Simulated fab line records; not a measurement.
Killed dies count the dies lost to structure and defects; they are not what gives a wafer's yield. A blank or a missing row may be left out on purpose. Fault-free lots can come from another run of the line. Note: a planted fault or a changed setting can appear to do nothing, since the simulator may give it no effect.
fab line records + flow nandHarc
record:
- lots: 7
- wafers: 20
- lastDay: 33
route steps=1302 shown A_DECK1_JOINT@530
lots untouched by any fault: they come from a run of this same line in which no faults occurred
startH: the number of hours between the record's first day and the start of the first shown wafer of the lot + waitH: hours from the lot's prior step to this one + " unchanged from the row above + L1.1+2: several wafers, shown together as one row + - value missing, or start not given + * or withheld: withheld + < > ~ a bound
route shown NAME@n: a module of which the file shows steps, and the number in the route of the first + usual: mean/standard deviation taken from wafers without a fault + same: alike in all rows + chamber/n: place in a boat + sites: per-site readings + _std_site: standard deviation of those values + _edge_site: inner sites' mean taken away from outer sites' mean + radiusMm: for every site, how far away it sits from the centre of the wafer + mask NAME#n: copy n + behind: the most recent tool/chamber to have shaped the wafer + hold: cause of the lot's hold/its duration in hours/its outcome + device: which transistor (n, p or np) failed to switch + end of line: the tests these same wafers got at the end of their route + for a step that has no rows: nothing shown but its recipe + killed: dies lost to structure and defects at the first sort, not the wafer's yield + map: shows each die of a wafer: x if killed, . if not, _ if none is there
set.NAME: the setting as run; set.NAME@STEP: as run at that earlier step + model.NAME: the simulator's own value behind a step, which no gauge read
lots seen at some steps along the route; tables by step, rows by wafer
services: a tool's chamber out of use, with start hour (startH, from the record's first day; less than 0 if before it), hours out, and reason
== steps ==
step: NHARC_A_DECK1_JOINT_ETCHBACK_00
recipe:
- targetDepthA: 300
- timeS: 17.4
- hbrFlowSccm: 150
- rfW: 350
- icpW: 350
- biasW: 60
- chemistry: HBr
usual:
- chamberPressureMTorr: 15.000/0.014
- drypumpMotorCurrentA: 5.8/0.35
- heBacksideLeakSccm: 2.7/0.43
- oesProductAu: 1.001/0.01
- rfFwdPowerW: 343.3/1.8
- throttleValvePct: 23.267/0.01
| lot.wafer | tool     | chamber | startH | waitH | chamberPressureMTorr | drypumpMotorCurrentA | heBacksideLeakSccm | oesProductAu | rfFwdPowerW | rfHoursCounterH | throttleValvePct |
|-----------|----------|---------|--------|-------|----------------------|----------------------|--------------------|--------------|-------------|-----------------|------------------|
| L437.2    | rieSi-01 | 1       | 279.17 | 0.1   | 15.017               | 5.4                  | 2.5                | 0.995        | 341.8       | 0.4             | 23.267           |
| L437.4    | "        | 2       | "      | "     | 14.994               | 6.4                  | 2.7                | 1.004        | 344.7       | 0.3             | 23.263           |
| L437.6    | "        | 2       | "      | "     | 14.982               | 6.4                  | 2.6                | 0.991        | 346.2       | -               | 23.268           |
| L442.4    | rieSi-01 | 3       | 307.37 | 0.1   | 14.984               | 5.9                  | 2.5                | 1.011        | 347.3       | 0.6             | 23.289           |
| L442.1    | "        | 1       | "      | "     | 15.005               | 5.3                  | 2.5                | 0.998        | 341.1       | 0.6             | 23.265           |
| L442.5    | "        | 3       | "      | "     | 15.000               | 6.0                  | 2.5                | 1.014        | 344.4       | -               | 23.260           |
| L447.1    | rieSi-06 | 3       | 374.07 | 0.1   | 14.998               | 5.9                  | 2.5                | 0.979        | 343.4       | 0.9             | 23.260           |
| L447.3    | "        | 0       | "      | "     | 14.992               | 5.8                  | 2.5                | 1.002        | 341.2       | 0.9             | 23.269           |
| L447.5    | "        | 3       | "      | "     | 14.993               | 5.9                  | 2.4                | 0.981        | 345.9       | -               | 23.270           |
| L450.1    | rieSi-06 | 2       | 400.18 | 0.1   | 14.986               | 5.7                  | 2.7                | 1.012        | 341.1       | 0.9             | 23.283           |
| L450.6    | "        | 1       | "      | "     | 15.014               | 5.6                  | 2.5                | 1.012        | 343.3       | -               | 23.263           |
| L450.5    | "        | 2       | "      | "     | 15.021               | 5.7                  | 2.8                | 1.002        | 341.2       | -               | 23.286           |
| L451.1    | rieSi-02 | 3       | 412.12 | 0.1   | 15.005               | 6.1                  | 3.1                | 1.006        | 341.3       | 0.8             | 23.267           |
| L451.5    | "        | 2       | "      | "     | 14.986               | 5.1                  | 3.0                | 1.005        | 342.9       | -               | 23.262           |
| L452.4    | rieSi-06 | 1       | 415.83 | 0.1   | 14.986               | 5.6                  | 2.5                | 0.998        | 342.7       | 1.1             | 23.251           |
| L452.1    | "        | 3       | "      | "     | 15.024               | 5.9                  | 3.5                | 0.999        | 344.0       | 1.2             | 23.267           |
| L452.5    | "        | 1       | "      | "     | 15.023               | 5.6                  | 2.5                | 1.000        | 342.7       | -               | 23.278           |
| L458.4    | rieSi-02 | 3       | 479.61 | 0.1   | 14.998               | 6.2                  | 2.9                | 0.984        | 342.5       | 0.1             | 23.268           |
| L458.2    | "        | 1       | "      | "     | 14.994               | 5.4                  | 2.3                | 0.998        | 342.0       | 0.1             | 23.263           |
| L458.6    | "        | 0       | "      | "     | 15.004               | 5.9                  | 2.5                | 1.000        | 341.9       | -               | 23.257           |
step: NHARC_A_DECK1_JOINT_PRECLEAN_30
recipe:
- timeS: *
- tempC: 50
- bathAgeMin: 0
- chemistry: SC1
step: NHARC_A_DECK1_JOINT_SRD_31
step: NHARC_A_DECK1_JOINT_CVD_34
recipe:
- targetThkA: 200
- tempC: 700
- pressureMtorr: 300
- material: SiNx
step: NHARC_A_DECK1_JOINT_DEP_06
recipe:
- targetThkA: 800
- tempC: 65
- material: SiOx
step: NHARC_A_DECK1_JOINT_CURE_26
recipe:
- tempC: 150
- timeS: 32
- pressureAtm: 0.395
step: NHARC_A_DECK1_JOINT_ANNEAL_27
recipe:
- tempC: 400
- timeS: 3600
- idleTempC: 300
- rampUpCPerMin: 10
- densificationPH2oTorr: 640
step: NHARC_A_DECK1_JOINT_ANNEAL_28
recipe:
- tempC: 500
- timeS: 1800
- idleTempC: 400
- rampUpCPerMin: 10
- densificationPH2oTorr: 640
step: NHARC_A_DECK1_JOINT_ANNEAL_29
recipe:
- tempC: 750
- timeS: 1800
- idleTempC: 500
- rampUpCPerMin: 10
- rampDownCPerMin: 3
step: NHARC_A_DECK1_JOINT_CMP_02
recipe:
- material: SiOx
usual:
- motorCurrentA: 12.0/1.2
| lot.wafer | tool   | chamber | startH | waitH | motorCurrentA |
|-----------|--------|---------|--------|-------|---------------|
| L437.4    | cmp-02 | 3       | 305.01 | 0.4   | 12.9          |
| L437.2    | "      | 1       | "      | "     | 12.5          |
| L437.6    | "      | 2       | "      | "     | 12.7          |
| L442.4    | cmp-04 | 2       | 329.54 | 0.4   | 14.7          |
| L442.1    | "      | 3       | "      | "     | 10.3          |
| L442.5    | "      | 1       | "      | "     | 11.2          |
| L447.3    | cmp-03 | 2       | 396.45 | 0.4   | 13.9          |
| L447.1    | "      | 0       | "      | "     | 12.0          |
| L447.5    | "      | 1       | "      | "     | 11.5          |
| L450.1    | cmp-02 | 1       | 420.86 | 0.4   | 12.3          |
| L450.6    | "      | 1       | "      | "     | 11.8          |
| L450.5    | "      | 2       | "      | "     | 13.7          |
| L451.1    | cmp-03 | 3       | 434.57 | 0.4   | 11.3          |
| L451.5    | "      | 2       | "      | "     | 13.7          |
| L452.4    | cmp-02 | 3       | 434.57 | 0.4   | 12.7          |
| L452.1    | "      | 0       | "      | "     | 10.6          |
| L452.5    | "      | 2       | "      | "     | 13.1          |
| L458.4    | cmp-04 | 0       | 507.59 | 0.4   | 10.8          |
| L458.2    | "      | 1       | "      | "     | 11.4          |
| L458.6    | "      | 0       | "      | "     | 10.8          |
step: NHARC_A_DECK1_JOINT_SRD_15
step: NHARC_A_DECK1_JOINT_DEP_16
recipe:
- targetThkA: 450
- tempC: 400
- pressureTorr: 6.5
- rfW: 900
- teosFlowSccm: 161.4
- flowSccm: 2650
- targetThkNm: 45
- gas: O2
- material: SiO2
usual:
- heaterPowerW: 597/75
- rfFwdPowerW: 896/3.3
- throttleValvePct: 16.0/0.54
| lot.wafer | tool     | chamber | startH | waitH | heaterPowerW | rfFwdPowerW | throttleValvePct |
|-----------|----------|---------|--------|-------|--------------|-------------|------------------|
| L437.2    | pecvd-01 | 2       | 305.38 | 0.1   | 685          | 897         | 15.9             |
| L437.4    | "        | 0       | "      | "     | 637          | 895         | 16.4             |
| L437.6    | "        | 1       | "      | "     | 654          | 898         | 15.5             |
| L442.1    | pecvd-03 | 1       | 329.93 | 0.1   | 690          | 896         | 15.1             |
| L442.5    | "        | 2       | "      | "     | 497          | 898         | 15.5             |
| L442.4    | "        | 0       | "      | "     | 552          | 896         | 16.5             |
| L447.1    | pecvd-04 | 1       | 396.84 | 0.1   | 609          | 902         | 16.0             |
| L447.3    | "        | 2       | "      | "     | 607          | 894         | 16.1             |
| L447.5    | "        | 0       | "      | "     | 578          | 901         | 16.5             |
| L450.1    | pecvd-03 | 2       | 421.25 | 0.1   | 552          | 894         | 15.5             |
| L450.6    | "        | 2       | "      | "     | 555          | 893         | 15.5             |
| L450.5    | "        | 0       | "      | "     | 622          | 893         | 16.5             |
| L452.1    | pecvd-03 | 0       | 434.97 | 0.1   | 601          | 897         | 16.7             |
| L452.5    | "        | 2       | "      | "     | 541          | 894         | 15.5             |
| L452.4    | "        | 0       | "      | "     | 623          | 896         | 16.8             |
| L451.1    | pecvd-03 | 2       | 435.17 | 0.3   | 447          | 897         | 15.7             |
| L451.5    | "        | 2       | "      | "     | 434          | 896         | 15.5             |
| L458.2    | pecvd-04 | 2       | 507.96 | 0.1   | 561          | 896         | 16.3             |
| L458.4    | "        | 0       | "      | "     | 557          | 896         | 16.5             |
| L458.6    | "        | 1       | "      | "     | 660          | 902         | 16.2             |
step: NHARC_A_DECK1_JOINT_THK_MEAS_17
recipe:
- thkMeasGauge: ellipsometry
usual:
- thkNm: 45.1/1.3
| lot.wafer | tool         | chamber | startH | waitH | thkNm |
|-----------|--------------|---------|--------|-------|-------|
| L437.2    | filmMetro-02 | -       | 305.66 | 0.3   | 42.3  |
| L437.4    | "            | -       | "      | "     | 45.4  |
| L437.6    | "            | -       | "      | "     | 43.4  |
| L442.1    | filmMetro-01 | -       | 330.15 | 0.2   | 45.5  |
| L442.4    | "            | -       | "      | "     | 43.1  |
| L442.5    | "            | -       | "      | "     | 44.6  |
| L447.1    | filmMetro-01 | -       | 397.09 | 0.2   | 42.6  |
| L447.3    | "            | -       | "      | "     | 44.2  |
| L447.5    | "            | -       | "      | "     | 46.0  |
| L450.1    | filmMetro-01 | -       | 421.53 | 0.3   | 28.4  |
| L450.5    | "            | -       | "      | "     | 44.6  |
| L450.6    | "            | -       | "      | "     | 45.2  |
| L452.1    | filmMetro-02 | -       | 435.22 | 0.2   | 29.6  |
| L452.4    | "            | -       | "      | "     | 46.8  |
| L452.5    | "            | -       | "      | "     | 45.3  |
| L451.1    | filmMetro-02 | -       | 435.39 | 0.2   | 29.8  |
| L451.5    | "            | -       | "      | "     | 47.0  |
| L458.2    | filmMetro-01 | -       | 508.27 | 0.3   | 45.2  |
| L458.4    | "            | -       | "      | "     | 46.4  |
| L458.6    | "            | -       | "      | "     | 44.7  |
step: NHARC_A_DECK1_JOINT_INSPECT_05
usual:
- rawDefectCount: 296/92
| lot.wafer | tool             | chamber | startH | waitH | rawDefectCount |
|-----------|------------------|---------|--------|-------|----------------|
| L437.2    | defectInspect-01 | -       | 305.69 | 0.0   | 274            |
| L437.4    | "                | -       | "      | "     | 424            |
| L437.6    | "                | -       | "      | "     | 465            |
| L442.1    | defectInspect-02 | -       | 330.19 | 0.0   | 344            |
| L442.4    | "                | -       | "      | "     | 298            |
| L442.5    | "                | -       | "      | "     | 242            |
| L447.1    | defectInspect-02 | -       | 397.13 | 0.0   | 211            |
| L447.3    | "                | -       | "      | "     | 368            |
| L447.5    | "                | -       | "      | "     | 483            |
| L450.1    | defectInspect-02 | -       | 421.57 | 0.0   | 185            |
| L450.5    | "                | -       | "      | "     | 218            |
| L450.6    | "                | -       | "      | "     | 140            |
| L452.1    | defectInspect-02 | -       | 435.25 | 0.0   | 287            |
| L452.4    | "                | -       | "      | "     | 370            |
| L452.5    | "                | -       | "      | "     | 218            |
| L451.1    | defectInspect-01 | -       | 435.43 | 0.0   | 223            |
| L451.5    | "                | -       | "      | "     | 394            |
| L458.2    | defectInspect-02 | -       | 508.30 | 0.0   | 342            |
| L458.4    | "                | -       | "      | "     | 285            |
| L458.6    | "                | -       | "      | "     | 413            |
== services ==
| tool     | chamber | startH | hours | kind   |
|----------|---------|--------|-------|--------|
| pecvd-03 | -       | 260.54 | 40.8  | repair |
| cmp-02   | -       | 267.31 | 3.3   | repair |
| pecvd-04 | 1       | 267.62 | 12.7  | repair |
| pecvd-04 | -       | 269.00 | 13.0  | pm     |
| cmp-04   | -       | 274.53 | 0.3   | repair |
| cmp-04   | -       | 277.44 | 1.7   | repair |
| cmp-04   | -       | 284.83 | 0.3   | repair |
| rieSi-06 | -       | 297.71 | 0.3   | repair |
| cmp-04   | -       | 307.14 | 4.0   | pm     |
| cmp-02   | -       | 330.50 | 4.0   | pm     |
| cmp-02   | -       | 362.28 | 2.1   | repair |
| pecvd-04 | -       | 362.97 | 1.0   | repair |
| pecvd-03 | -       | 366.00 | 13.0  | pm     |
| rieSi-01 | -       | 370.00 | 9.0   | pm     |
| cmp-04   | -       | 372.83 | 6.1   | repair |
| cmp-04   | -       | 397.14 | 0.8   | repair |
| pecvd-03 | 0       | 402.14 | 5.6   | repair |
| rieSi-06 | -       | 426.06 | 9.0   | pm     |
| cmp-02   | -       | 428.50 | 4.0   | pm     |
| rieSi-06 | 1       | 443.48 | 19.4  | repair |
| pecvd-03 | 1       | 446.11 | 4.1   | repair |
| cmp-02   | -       | 475.47 | 0.3   | repair |
| rieSi-06 | 1       | 485.46 | 3.4   | repair |
| cmp-02   | -       | 500.47 | 0.8   | repair |
== key ==
firstSign:
- step: NHARC_A_DECK1_JOINT_THK_MEAS_17
- reading: thkNm
- direction: down
- sigmas: 13
- usual: 45.1
- struck: 29.2
effect none on later readings
metAt NHARC_A_DECK1_JOINT_DEP_16
struckWafers L450.1,L451.1,L452.1
testerLeftOut L450,L451,L452
onsetBetween 329.93 421.25
fault:
- kind: processParameterDrift
- tool: pecvd-03
- chamber: -
- onsetH: 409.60
- steps: NHARC_A_DECK1_JOINT_DEP_16
- channel: targetThkNm
- offset: -15.369
- shape: step
- endH: 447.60
- scope: struckWafersOnly
- actsIn: theseRecipesOnly
- stated: 45
testerLeftOut: of these lots the tester's yield and bins aren't shown, on N5 and GAA mostly nor the transistor test; their killed dies are dies lost to structure and defects alone, not to doping, threshold or leakage, so they don't give the yield
